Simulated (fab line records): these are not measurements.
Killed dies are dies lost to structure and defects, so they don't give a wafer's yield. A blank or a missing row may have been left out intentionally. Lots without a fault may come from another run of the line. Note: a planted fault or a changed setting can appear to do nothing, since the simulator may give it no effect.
Matching of chambers    flow n5 finfet    cmp-02 running N5_GATE_CUT_CMP_43: 4 sister chambers
The step polishes SiO2. 4 wafers are shown with their chamber, then 9 later ones without.

== WAFERS, EACH WITH ITS CHAMBER ==
wafer   chamber  motor current A (A)
L080.1  2        12.0
L081.6  1        12.2
L085.3  0        12.1
L085.6  3        12.0

== WAFERS WITHOUT THEIR CHAMBER ==
wafer   motor current A (A)
L087.1  12.3
L087.4  12.0
L087.6  12.8
L088.1  13.0
L088.3  12.1
L088.6  13.1
L094.1  12.6
L094.3  12.7
L094.5  12.5

== THE CHAMBER EACH PASSED THROUGH ==
wafer   from the rows above                in truth
L087.1  can't be placed: 1 or 0 or 2 or 3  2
L087.4  can't be placed: 2 or 3 or 0 or 1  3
L087.6  can't be placed: 1 or 0 or 2 or 3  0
L088.1  can't be placed: 1 or 0 or 2 or 3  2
L088.3  can't be placed: 0 or 1 or 2 or 3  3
L088.6  can't be placed: 1 or 0 or 2 or 3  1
L094.1  can't be placed: 1 or 0 or 2 or 3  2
L094.3  can't be placed: 1 or 0 or 2 or 3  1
L094.5  can't be placed: 1 or 0 or 2 or 3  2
Correct placement for 0 of the 9. Cannot be placed on the basis of these rows: 9; the candidates contain the true chamber in 9. 0 placed wrongly.
How it was worked out, from the rows above alone: a wafer's distance from a chamber is the root of the sum, over the readings, of the square of ((its reading less the chamber's mean) divided by the reading's scatter). The wafer belongs to the nearest chamber; if the next one is less than 2 further off, it can't be placed. For every chamber, the mean is computed from those of its wafers that are shown. The scatter: with one shown wafer a chamber, the root of the mean of the squares of how far each hidden wafer lies from its nearest shown one.
